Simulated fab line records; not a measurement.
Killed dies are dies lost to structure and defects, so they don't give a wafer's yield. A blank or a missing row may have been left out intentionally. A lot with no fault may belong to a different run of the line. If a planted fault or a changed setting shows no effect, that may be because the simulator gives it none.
A struck lot beside a sound one :: flow n5_finfet :: 41 steps out of a route of 1938
Sound: the wafers L870.1, L870.4, L870.5. The struck wafers were L885.1, L885.3, L885.6. The cause is named last.
Per side, at each step with rows, come the tool, then ch with its chambers, and then its first start. Under that, the readings that differ: sound wafers :: struck wafers :: difference of the means :: sigmas: that difference in standard deviations of wafers without a fault.
alike: words and numbers the same on both sides, and readings whose means are apart by under 2 such deviations; not compared: readings that were withheld, readings missing a value for some wafer, numbers with overlapping values and no deviation given by the record, and bounds like >300 which may hide the same value.
The two part at a step that has a row with sigmas, a row that says differs or no value, or rows on one side only. When numbers do not overlap yet have no deviation, they are printed without sigmas and do not part them. Lack of a reading on every wafer of one side parts them only where that side has two or more wafers.

first, 9 steps without rows for these wafers: N5_BEOL_M1_SURFACE_TREAT_85; N5_BEOL_M1_CVD_47 (deposits Co from CCTBA/H2, target thk 3 nm, time 223.8 s); N5_BEOL_M1_SPUTTER_48 (material Cu, target thk 4.5 nm, time 8.29 s); N5_BEOL_M1_ANNEAL_49 (time 240 s); N5_BEOL_M1_SPUTTER_79 (material Cu, target thk 4.5 nm, time 8.29 s); N5_BEOL_M1_ANNEAL_80 (time 240 s); N5_BEOL_M1_SPUTTER_81 (material Cu, target thk 4.5 nm, time 8.29 s); N5_BEOL_M1_ANNEAL_82 (time 240 s); N5_BEOL_M1_SPUTTER_86 (material Cu, target thk 4.5 nm, time 8.29 s).
N5_BEOL_M1_ANNEAL_87: time 240 s.
  struck on pvd_sputter-02, day 12 10:26; sound on pvd_sputter-02, day 8 09:59
  alike: heater_power_w
then, 2 steps without rows for these wafers: N5_BEOL_M1_SPUTTER_88 (material Cu, target thk 4.5 nm, time 8.29 s); N5_BEOL_M1_ANNEAL_89 (time 240 s).
N5_BEOL_M1_SPUTTER_90: material Cu, target thk 4.5 nm, time 8.29 s.
  struck on pvd_sputter-02, day 12 10:48; sound on pvd_sputter-02, day 8 10:21
  alike: chuck_sensor_temp_C, throttle_valve_pct
N5_BEOL_M1_ANNEAL_91: time 240 s.
  struck on pvd_sputter-02, day 12 10:53; sound on pvd_sputter-02, day 8 10:26
  alike: heater_power_w
then, 2 steps without rows for these wafers: N5_BEOL_M1_SPUTTER_92 (material Cu, target thk 4.5 nm, time 8.29 s); N5_BEOL_M1_ANNEAL_93 (time 240 s).
N5_BEOL_M1_SPUTTER_94: material Cu, target thk 4.5 nm, time 8.29 s.
  struck on pvd_sputter-02, day 12 11:14; sound on pvd_sputter-02, day 8 10:47
  alike: chuck_sensor_temp_C, throttle_valve_pct
then, 5 steps without rows for these wafers: N5_BEOL_M1_ANNEAL_95 (time 240 s); N5_BEOL_M1_SPUTTER_96 (material Cu, target thk 4.5 nm, time 8.29 s); N5_BEOL_M1_ECD_50 (material Cu, target thk 300 nm); N5_BEOL_M1_ANNEAL_51 (time 90 s); N5_BEOL_M1_CMP_52 (polishes, stops on SiOC, t overpolish 6.8 s, target thk 40 nm).
N5_BEOL_M1_PRE_CLEAN_60: time 15 s.
  sound on cvd_co-02 ch 0,1, day 8 11:50; struck on cvd_co-02 ch 0,1, day 12 12:33
  alike: heater_power_w
  not compared: since_wet_clean_h
N5_BEOL_M1_CO_CAP_55: material Co, precursor CCTBA/H2, target thk 2 nm, time 102.1 s.
  sound on cvd_co-02 ch 0,1, day 8 11:53; struck on cvd_co-02 ch 0,1, day 12 12:35
  alike: heater_power_w
  not compared: since_wet_clean_h
then, 2 steps without rows for these wafers: N5_BEOL_M1_PRE_CLEAN_56 (time 15 s); N5_BEOL_M1_DEP_57 (deposits SiCN from 3MS/NH3, target thk 8 nm, time 14 s).
N5_BEOL_M1_RS_MEAS_58: a four-point-probe measurement.
  struck on film_metro-01, day 12 12:47; sound on film_metro-02, day 8 12:04
  alike: M1_RS
then, 1 step without rows for these wafers: N5_BEOL_M2_ILD_DEP_00 (deposits SiOC from DEMS/O2, target thk 79 nm, time 15.3 s).
N5_BEOL_M2_THK_MEAS_01:
  struck on film_metro-02, day 12 12:55; sound on film_metro-02, day 8 12:11
  alike: M2_ILD_THK
then, 11 steps without rows for these wafers: N5_BEOL_M2_PECVD_72 (deposits SiO2 from TEOS/O2, target thk 16 nm, time 18 s); N5_BEOL_M2_HM_DEP_02 (deposits TiN, target thk 20 nm); N5_BEOL_M2_COAT_61 (time 60 s, resist thk 60 nm); N5_BEOL_M2_COAT_62 (time 60 s, resist thk 12 nm); N5_BEOL_M2_COAT_73 (time 60 s, resist thk 5 nm); N5_BEOL_M2_COAT_05 (resist thk 30 nm); N5_BEOL_M2_EBR_07; N5_BEOL_M2_SOFTBAKE_06 (time 60 s); N5_BEOL_M2_EXPOSE_08 (exposes mask M2); N5_BEOL_M2_PEB_09 (peb time 60 s); N5_BEOL_M2_DEVELOP_10 (develop time 30 s).
-- here the record skips 6 days between the struck wafers' starts before and after, leaving off in module BEOL_M2 and picking up in module PASSIVATION (first step shown: number 1936 of the route) --
N5_PASSIVATION_PROBE_49:
  record: rows for the struck wafers here (prober-01, day 18 13:33), none for the sound ones

== WHERE THEY PART ==
Only at N5_PASSIVATION_PROBE_49, within this record.

WHY: what had been put in by the simulator
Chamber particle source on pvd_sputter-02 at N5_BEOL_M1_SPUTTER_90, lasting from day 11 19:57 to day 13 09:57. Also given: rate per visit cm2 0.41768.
